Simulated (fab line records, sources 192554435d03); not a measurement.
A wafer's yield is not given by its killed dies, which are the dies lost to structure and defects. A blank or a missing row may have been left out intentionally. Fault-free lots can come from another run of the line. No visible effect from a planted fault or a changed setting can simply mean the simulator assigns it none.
Chamber matching / flow n5Finfet / 4 sister chambers for N5_BEOL_M9_STRIP_67 on rieDiel-01
The step strips in CF4. 4 wafers are shown with their chamber, then 10 later ones without.

EACH WAFER AND ITS CHAMBER
wafer=L082.3; chamber=1; showerheadPlenumPTorr (Torr)=1.76
wafer=L088.6; chamber=3; showerheadPlenumPTorr (Torr)=1.88
wafer=L089.3; chamber=2; showerheadPlenumPTorr (Torr)=1.77
wafer=L089.4; chamber=0; showerheadPlenumPTorr (Torr)=1.81

WAFERS WITHOUT THEIR CHAMBER
wafer=L089.6; showerheadPlenumPTorr (Torr)=1.77
wafer=L090.2; showerheadPlenumPTorr (Torr)=1.77
wafer=L090.4; showerheadPlenumPTorr (Torr)=1.75
wafer=L090.6; showerheadPlenumPTorr (Torr)=1.75
wafer=L092.2; showerheadPlenumPTorr (Torr)=1.88
wafer=L092.4; showerheadPlenumPTorr (Torr)=1.88
wafer=L092.6; showerheadPlenumPTorr (Torr)=1.81
wafer=L097.2; showerheadPlenumPTorr (Torr)=1.75
wafer=L097.4; showerheadPlenumPTorr (Torr)=1.80
wafer=L097.6; showerheadPlenumPTorr (Torr)=1.77

CHAMBER TAKEN BY EACH
wafer=L089.6; from the rows above=can't be placed: 2 or 1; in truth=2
wafer=L090.2; from the rows above=can't be placed: 2 or 1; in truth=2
wafer=L090.4; from the rows above=can't be placed: 1 or 2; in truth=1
wafer=L090.6; from the rows above=can't be placed: 1 or 2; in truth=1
wafer=L092.2; from the rows above=3; in truth=3
wafer=L092.4; from the rows above=3; in truth=3
wafer=L092.6; from the rows above=0; in truth=0
wafer=L097.2; from the rows above=can't be placed: 1 or 2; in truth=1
wafer=L097.4; from the rows above=0; in truth=0
wafer=L097.6; from the rows above=can't be placed: 2 or 1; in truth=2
Correct placement for 4 of the 10. These rows do not allow placing 6 (true chamber among the candidates in 6). 0 placed wrongly.
How it was worked out, from the rows above alone: a wafer's distance from a chamber is the root of the sum, over the readings, of the square of ((its reading less the chamber's mean) divided by the reading's scatter). The wafer belongs to the nearest chamber; if the next one is less than 2 further off, it can't be placed. Each chamber's mean is taken over the wafers shown for it. The scatter (one wafer shown for each chamber): square how far every hidden wafer sits from the nearest shown wafer, average those squares and take the square root.
